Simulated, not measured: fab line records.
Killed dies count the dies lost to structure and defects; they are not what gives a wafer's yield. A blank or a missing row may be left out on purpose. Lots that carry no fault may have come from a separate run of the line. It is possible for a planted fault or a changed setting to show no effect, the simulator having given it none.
fab line records	flow n5-finfet
[record] lots = 13	wafers = 37	last-day = 18
route steps=1938 shown DUMMY_GATE@219 SD_EPI_N@281 PASSIVATION@1936
lots untouched by any fault: they come from a run of this same line in which no faults occurred
start-h: hours from the record's opening day to when the first of the lot's shown wafers began	wait-h: how many hours have passed since the lot's step before this one	" the same as in the row above	L1.1+2: a row that stands for several wafers	- either no value or no given start	* or withheld: withheld	< > ~ a bound
route shown NAME@n: a module of which the file shows steps, and the number in the route of the first	usual: average and standard deviation across the fault-free wafers	same: alike in all rows	chamber/n: place in a boat	sites: each site's reading	_std_site: the standard deviation of these	_edge_site: the outer-site mean with the inner-site mean subtracted	radius-mm: for every site, how far away it sits from the centre of the wafer	mask NAME#n: copy n	behind: tool/chamber where the wafer was last shaped	hold: reason for holding the lot/hours on hold/outcome of the hold	device: the n, p or np transistor that did not switch	end of line: at the end of the route, the tests of the same wafers	step lacking rows: just its recipe	killed: at the first sort, the dies lost to defects and structure; wafer yield is something else	map: shows each die of a wafer: x if killed, . if not, _ if none is there
set.NAME: the setting the step ran with; set.NAME@STEP: the setting that earlier step ran with	model.NAME: the simulator's own value behind a step, which no gauge read
route steps across a sampled set of lots; one table per step, one row per wafer
services: a tool's chamber out of use, with start hour (start-h, from the record's first day; less than 0 if before it), hours out, and reason
[[steps]]
[step N5_DUMMY_GATE_THK_MEAS_05]
[usual] thk-nm = 72.2/1.3
lot.wafer	tool	chamber	start-h	wait-h	thk-nm
L929.3	film-metro-02	-	44.20	0.2	72.3
L929.5	"	-	"	"	72.9
L929.6	"	-	"	"	72.2
L930.2	film-metro-01	-	49.00	0.2	72.0
L930.5	"	-	"	"	73.2
L930.6	"	-	"	"	72.0
L931.1	film-metro-01	-	57.56	0.1	74.2
L931.4	"	-	"	"	72.2
L931.6	"	-	"	"	72.4
L932.2	film-metro-02	-	62.41	0.1	72.9
L932.3	"	-	"	"	72.1
L932.4	"	-	"	"	71.8
L933.3	film-metro-02	-	66.23	0.1	70.9
L933.4	"	-	"	"	70.7
L933.6	"	-	"	"	73.2
L936.2	film-metro-02	-	85.54	0.1	73.0
L936.4	"	-	"	"	69.9
L936.6	"	-	"	"	73.1
L937.2	film-metro-01	-	93.90	0.2	74.3
L937.3	"	-	"	"	72.4
L937.6	"	-	"	"	72.8
L939.1	film-metro-02	-	103.86	0.2	73.5
L939.2	"	-	"	"	72.3
L939.5	"	-	"	"	71.6
L942.1	film-metro-02	-	121.39	0.2	71.4
L942.2	"	-	"	"	71.4
L942.3	"	-	"	"	71.3
L943.1	film-metro-02	-	127.13	0.2	72.7
L943.2	"	-	"	"	72.8
L943.3	"	-	"	"	71.6
L944.1	film-metro-02	-	131.98	0.1	70.6
L944.3	"	-	"	"	72.4
L945.2	film-metro-02	-	136.41	0.2	71.9
L945.5	"	-	"	"	72.2
L952.2	film-metro-02	-	178.26	0.2	70.5
L952.4	"	-	"	"	71.4
L952.5	"	-	"	"	69.5
[step N5_DUMMY_GATE_ETCH_23]
[recipe] chemistry = HBr/Cl2/O2	HBr_flow_sccm = 150	Cl2_flow_sccm = 80	O2_flow_sccm = 12	bias-w = 102	target-depth-a = 410	time-s = 22.3	target = poly-Si	mask-material = SiO2	pressure-mtorr = 10	icp-w = 800
[usual] drypump-motor-current-A = 5.7/0.46	oes-product-au = 0.982/0.019	throttle-valve-pct = 37.4/0.36
lot.wafer	tool	chamber	start-h	wait-h	drypump-motor-current-A	oes-product-au	rf-hours-counter-h	throttle-valve-pct
L929.3	rie-si-01	1	49.49	0.0	5.2	0.986	9	37.0
L929.5	"	2	"	"	5.8	0.972	-	37.0
L929.6	"	1	"	"	5.2	0.979	-	37.0
L930.2	rie-si-01	2	54.13	0.0	5.7	0.973	68	37.0
L930.5	"	1	"	"	5.2	0.997	-	37.0
L930.6	"	0	"	"	5.0	0.984	-	37.1
L931.1	rie-si-06	1	62.84	0.0	6.4	0.990	44	38.0
L931.4	"	3	"	"	6.2	1.019	-	37.8
L931.6	"	1	"	"	6.4	0.992	-	38.0
L932.2	rie-si-06	3	67.73	0.0	6.2	1.022	155	37.8
L932.3	"	1	"	"	6.4	0.990	44	38.0
L932.4	"	0	"	"	5.9	0.947	-	37.1
L933.3	rie-si-04	2	71.57	0.0	6.6	1.009	20	38.0
L933.4	"	2	"	"	6.5	1.006	-	38.0
L933.6	"	1	"	"	5.5	0.954	-	37.0
L936.2	rie-si-04	0	90.68	0.0	5.5	0.984	110	37.4
L936.4	"	1	"	"	5.5	0.960	86	37.0
L936.6	"	3	"	"	5.6	0.979	-	37.3
L937.2	rie-si-01	0	99.16	0.0	5.0	0.985	148	37.1
L937.3	"	2	"	"	5.7	0.954	69	37.0
L937.6	"	2	"	"	5.7	0.959	-	37.0
L939.1	rie-si-04	0	109.15	0.0	5.5	0.994	110	37.4
L939.2	"	1	"	"	5.5	0.959	86	37.0
L939.5	"	3	"	"	5.6	0.987	-	37.3
L942.1	rie-si-01	3	129.37	0.0	5.8	0.968	35	37.6
L942.2	"	0	"	"	5.0	0.976	148	37.1
L942.3	"	1	"	"	5.2	0.985	10	37.0
L943.1	rie-si-06	1	132.27	0.0	6.3	0.998	46	38.0
L943.2	"	3	"	"	6.2	1.030	157	37.8
L943.3	"	0	"	"	5.9	0.946	163	37.1
L944.1	rie-si-04	3	137.34	0.0	5.7	0.981	145	37.4
L944.3	"	0	"	"	5.5	1.000	110	37.4
L945.2	rie-si-04	0	141.65	0.0	5.5	0.985	111	37.4
L945.5	"	3	"	"	5.6	0.977	-	37.3
L952.2	rie-si-01	2	183.87	0.0	5.7	0.949	70	37.0
L952.4	"	1	"	"	5.2	0.983	11	37.0
L952.5	"	0	"	"	5.0	0.991	-	37.1
[step N5_DUMMY_GATE_CD_MEAS_24]
[recipe] target-cd-nm = 15
[usual] cd-nm = 15.1/0.48
lot.wafer	tool	chamber	start-h	wait-h	cd-nm
L929.3	cd-sem-02	-	49.66	0.1	14.7
L929.5	"	-	"	"	15.6
L929.6	"	-	"	"	15.2
L930.2	cd-sem-03	-	54.30	0.1	14.6
L930.5	"	-	"	"	14.3
L930.6	"	-	"	"	14.7
L931.1	cd-sem-01	-	63.01	0.1	15.0
L931.4	"	-	"	"	14.6
L931.6	"	-	"	"	15.4
L932.2	cd-sem-01	-	67.91	0.1	14.8
L932.3	"	-	"	"	15.8
L932.4	"	-	"	"	15.6
L933.3	cd-sem-02	-	71.74	0.1	15.7
L933.4	"	-	"	"	16.2
L933.6	"	-	"	"	15.9
L936.2	cd-sem-02	-	90.85	0.1	15.2
L936.4	"	-	"	"	14.4
L936.6	"	-	"	"	15.8
L937.2	cd-sem-03	-	99.33	0.1	14.7
L937.3	"	-	"	"	15.2
L937.6	"	-	"	"	15.9
L939.1	cd-sem-01	-	109.31	0.1	15.1
L939.2	"	-	"	"	16.0
L939.5	"	-	"	"	15.3
L942.1	cd-sem-01	-	129.54	0.1	15.2
L942.2	"	-	"	"	14.7
L942.3	"	-	"	"	14.4
L943.1	cd-sem-02	-	132.43	0.1	15.2
L943.2	"	-	"	"	14.7
L943.3	"	-	"	"	15.1
L944.1	cd-sem-02	-	137.51	0.1	15.0
L944.3	"	-	"	"	15.1
L945.2	cd-sem-03	-	141.82	0.1	14.8
L945.5	"	-	"	"	15.3
L952.2	cd-sem-03	-	184.04	0.1	15.0
L952.4	"	-	"	"	14.6
L952.5	"	-	"	"	14.8
[step N5_SD_EPI_N_SD_RECESS_17]
[recipe] chemistry = HBr/Cl2/O2	target-depth-a = 410	mask-material = SOC	time-s = 23.7	bt-time-s = 3	pressure-mtorr = 10	icp-w = 800	bias-w = 112	HBr_flow_sccm = 150	Cl2_flow_sccm = 80	O2_flow_sccm = 12
[usual] drypump-motor-current-A = 5.6/0.55	oes-product-au = 0.997/0.015	throttle-valve-pct = 37.0/0.58
lot.wafer	tool	chamber	start-h	wait-h	drypump-motor-current-A	oes-product-au	rf-hours-counter-h	throttle-valve-pct
L929.3	rie-si-02	0	51.73	0.0	4.9	0.995	96	37.8
L929.5	"	3	"	"	5.8	0.972	-	36.1
L929.6	"	2	"	"	6.4	0.992	-	37.1
L930.2	rie-si-03	0	56.51	0.0	5.7	0.982	90	37.6
L930.5	"	3	"	"	6.0	0.989	-	37.1
L930.6	"	2	"	"	6.1	1.034	-	37.6
L931.1	rie-si-05	3	65.35	0.0	5.3	0.994	125	37.5
L931.4	"	2	"	"	6.4	0.991	142	37.1
L931.6	"	2	"	"	6.4	1.000	-	37.1
L932.2	rie-si-05	1	71.39	0.0	5.6	0.989	54	37.0
L932.3	"	0	"	"	5.3	0.991	58	37.1
L932.4	"	3	"	"	5.3	0.998	125	37.5
L933.3	rie-si-02	0	73.81	0.0	4.9	0.988	96	37.8
L933.4	"	1	"	"	4.9	1.018	178	36.2
L933.6	"	2	"	"	6.4	0.993	-	37.1
L936.2	rie-si-02	2	96.00	0.0	6.4	1.002	117	37.1
L936.4	"	1	"	"	4.9	1.017	179	36.2
L936.6	"	0	"	"	4.9	0.997	-	37.8
L937.2	rie-si-02	0	101.99	0.0	4.8	0.993	97	37.8
L937.3	"	1	"	"	4.9	1.022	179	36.2
L937.6	"	2	"	"	6.4	0.998	-	37.1
L939.1	rie-si-02	2	111.82	0.0	6.4	0.988	117	37.1
L939.2	"	3	"	"	5.8	0.975	117	36.1
L939.5	"	3	"	"	5.8	0.977	-	36.1
L942.1	rie-si-05	2	131.85	0.0	6.4	0.998	143	37.1
L942.2	"	0	"	"	5.3	1.004	59	37.1
L942.3	"	1	"	"	5.7	0.989	55	36.9
L943.1	rie-si-02	0	134.55	0.0	4.9	1.165	98	37.7
L943.2	"	1	"	"	4.9	1.192	180	36.1
L943.3	"	2	"	"	6.4	0.995	118	37.1
L944.1	rie-si-02	3	139.45	0.0	5.8	1.141	118	36.0
L944.3	"	0	"	"	4.9	0.998	98	37.8
L945.2	rie-si-02	2	144.04	0.0	6.4	1.163	118	37.0
L945.5	"	3	"	"	5.8	0.980	-	36.1
L952.2	rie-si-05	2	188.01	0.0	6.5	0.997	144	37.1
L952.4	"	0	"	"	5.3	1.008	60	37.1
L952.5	"	1	"	"	5.7	1.001	-	36.9
[step N5_PASSIVATION_PROBE_49]
[usual] killed_at_M0_to_M3 = 34/11	killed_at_M4_up = 13/5.2	killed-at-contacts = 13/6.3	killed-at-front-end = 40/14	killed-at-other = 3.2/2.4	killed-dies = 104/19	killed-open = 69/14	killed-short = 32/7.5
[same] gross-dies = 1180	killed-at-back-side = 0
lot.wafer	tool	chamber	start-h	wait-h	killed_at_M0_to_M3	killed_at_M4_up	killed-at-contacts	killed-at-front-end	killed-at-other	killed-dies	killed-open	killed-short
L945.5	prober-01	-	385.17	0.2	51	20	9	48	2	130	80	46
// killed by level:class
L945.5 FIN_SAQP:geometric-particle:open=15 BEOL_M3:geometric-particle:open=12 BEOL_M0_SAQP:geometric-particle:open=11 FIN_SAQP:geometric-particle:short=9 BEOL_M4:geometric-particle:open=9 BEOL_M0_SAQP:geometric-particle:short=8 MOL_CONTACT_COAG:geometric-particle:short=6 DUMMY_GATE:geometric-particle:open=5
[[services]]
tool	chamber	start-h	hours	kind
rie-si-01	2	35.44	5.2	repair
rie-si-02	2	38.22	5.3	repair
rie-si-06	2	60.06	-	clean
rie-si-06	2	60.06	19.8	scheduled-down
rie-si-06	2	60.06	19.8	vent-cycle
rie-si-04	3	66.80	8.6	repair
rie-si-01	-	95.36	2.8	pm
rie-si-03	0	104.55	5.4	repair
rie-si-02	2	105.70	4.0	repair
rie-si-05	-	107.59	2.8	pm
rie-si-05	1	140.86	2.5	repair
rie-si-02	1	156.72	4.8	repair
rie-si-03	-	179.69	0.4	repair
[[key]]
[first-sign] step = N5_SD_EPI_N_SD_RECESS_17	reading = oes-product-au	direction = up	sigmas = 11	usual = 0.997	struck = 1.165
effect none on later readings
met-at N5_SD_EPI_N_SD_RECESS_17
struck-lots L943,L944,L945
struck-wafers L943.1,L943.2,L944.1,L945.2
tester-left-out L943,L944,L945
not-acting-at N5_DUMMY_GATE_THK_MEAS_05,N5_DUMMY_GATE_ETCH_23,N5_DUMMY_GATE_CD_MEAS_24
onset-between 111.82 134.55
[fault] kind = process-parameter-drift	tool = rie-si-02	chamber = -	onset-h = 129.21	steps = N5_SD_EPI_N_SD_RECESS_17	channel = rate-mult	offset = 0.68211	shape = step	end-h = 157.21	scope = struck-wafers-only
// tester-left-out: of these lots the tester's yield and bins aren't shown, on N5 and GAA mostly nor the transistor test; their killed dies are dies lost to structure and defects alone, not to doping, threshold or leakage, so they don't give the yield
